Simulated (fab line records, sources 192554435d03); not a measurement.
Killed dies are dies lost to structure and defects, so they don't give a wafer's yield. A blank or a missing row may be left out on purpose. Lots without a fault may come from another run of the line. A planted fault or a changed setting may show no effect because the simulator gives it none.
A struck lot beside a sound one | flow n5_finfet | 17 steps out of a route of 1938
Sound: wafers L980.1, L980.2, L980.4. Struck: wafer L987.3. (L987.1 of the same lot was not struck and is left out.) The cause comes at the end.
At each step with rows: each side's tool, then ch and its chambers, then its first start. Under that, the readings that differ: sound wafers | struck wafers | difference of the means | sigmas: that difference in standard deviations of wafers without a fault.
alike: readings whose means differ by less than 2 such deviations, and words and numbers that are the same on both sides. not compared: withheld readings, readings that some wafer has no value for, bounds like >300 that may hide the same value, and numbers for which the record gives no deviation and whose values overlap.
The two part at a step that has a row with sigmas, a row that says differs or no value, or rows on one side only. Numbers that don't overlap but have no deviation are shown without sigmas and don't part them. A reading that every wafer of one side lacks parts them only if that side has two wafers or more.

first, 7 steps without rows for these wafers: N5_BEOL_M6_COAT_60 (time 60 s, resist thk 35 nm); N5_BEOL_M6_COAT_05 (resist thk 90 nm); N5_BEOL_M6_EBR_07; N5_BEOL_M6_SOFTBAKE_06 (time 60 s); N5_BEOL_M6_EXPOSE_08 (exposes mask M6); N5_BEOL_M6_PEB_09 (peb time 60 s); N5_BEOL_M6_DEVELOP_10 (develop time 30 s).
N5_BEOL_M6_CD_MEAS_11: target cd 38.5 nm.
  sound on cd_sem-01 ch 0, day 8 23:29; struck on cd_sem-02 ch 0, day 10 20:44
  alike: cd_nm
N5_BEOL_M6_OVL_MEAS_12:
  sound on overlay-02 ch 0, day 8 23:31; struck on overlay-02 ch 0, day 10 20:46
  alike: M6_OVL
N5_BEOL_M6_INSPECT_13: inspects for defects (brightfield).
  sound on defect_inspect-01, day 8 23:32; struck on defect_inspect-01, day 10 20:48
  alike: raw_defect_count
N5_BEOL_M6_DESCUM_16: chemistry O2, time 7.9 s.
  sound on rie_diel-01 ch 1,2,3, day 8 23:34; struck on rie_diel-01 ch 0, day 10 20:53
  reading                | sound      | struck | difference | sigmas
  rf_hours_counter_h (h) | 74 210 156 | 61     | -86        |
  alike: drypump_motor_current_A, oes_product_au, rf_vpp_V, showerhead_plenum_p_Torr, throttle_valve_pct
N5_BEOL_M6_ETCH_61: etches SiARC in CF4, target depth 45.5 nm, time 75.8 s.
  sound on rie_diel-01 ch 1,2,3, day 8 23:36; struck on rie_diel-01 ch 0, day 10 20:55
  reading                | sound      | struck | difference | sigmas
  rf_hours_counter_h (h) | 74 210 156 | 61     | -86        |
  alike: drypump_motor_current_A, etch_rf_on_time_s, oes_product_au, rf_vpp_V, showerhead_plenum_p_Torr, throttle_valve_pct
N5_BEOL_M6_ETCH_62: etches SOC in N2/H2, target depth 110 nm, overetch 22 nm, time 165 s.
  sound on rie_diel-01 ch 1,2,3, day 8 23:40; struck on rie_diel-01 ch 0, day 10 20:58
  reading                                    | sound        | struck | difference | sigmas
  rf_hours_counter_h (h)                     | 74 210 156   | 61     | -86        |
  model.SiARC_of_BEOL_M6_COAT_60.thk_nm (nm) | 27.8 28 28.6 | 24.6   | -3.5       |
  model.BEOL_M6.cd_offset_nm (nm)            | 0.2 -0.2 0.6 | 0.8    | +0.6       |
  alike: drypump_motor_current_A, oes_product_au, rf_vpp_V, showerhead_plenum_p_Torr, throttle_valve_pct
then, 1 step without rows for these wafers: N5_BEOL_M6_STRIP_68 (strips in N2/H2).
N5_BEOL_M6_STRIP_67: strips in CF4.
  sound on rie_diel-01 ch 1,2,3, day 8 23:49; struck on rie_diel-01 ch 0, day 10 21:07
  reading                | sound      | struck | difference | sigmas
  rf_hours_counter_h (h) | 74 210 156 | 61     | -86        |
  alike: drypump_motor_current_A, oes_product_au, rf_vpp_V, showerhead_plenum_p_Torr, throttle_valve_pct
N5_BEOL_M6_HM_OPEN_17: chemistry Cl2/BCl3, target TiN, target depth 20 nm, overetch 6 nm.
  sound on rie_metal-02 ch 0,1, day 8 23:51; struck on rie_metal-01 ch 1, day 10 21:10
  reading                         | sound             | struck | difference | sigmas
  drypump_motor_current_A (A)     | 6.3 5.9 6.0       | 4.8    | -1.3       | -3
  throttle_valve_pct (%)          | 22.43 22.58 22.56 | 21.96  | -0.56      | -3
  model.BEOL_M6.cd_offset_nm (nm) | 0.2 -0.4 0.4      | 0.8    | +0.7       |
  alike: oes_product_au
  not compared: rf_hours_counter_h
N5_BEOL_M6_STRIP_19: strips in O2.
  sound on rie_diel-01 ch 0,1,2, day 8 23:58; struck on rie_diel-04 ch 3, day 10 21:16
  reading                | sound     | struck | difference | sigmas
  rf_hours_counter_h (h) | 43 156 74 | 22     | -69        |
  alike: drypump_motor_current_A, oes_product_au, rf_vpp_V, showerhead_plenum_p_Torr, throttle_valve_pct

WHERE THEY PART
Only at N5_BEOL_M6_HM_OPEN_17, within this record. Later steps at which nothing parts them and some readings are alike: N5_BEOL_M6_STRIP_19.

WHY: what the simulator had put in
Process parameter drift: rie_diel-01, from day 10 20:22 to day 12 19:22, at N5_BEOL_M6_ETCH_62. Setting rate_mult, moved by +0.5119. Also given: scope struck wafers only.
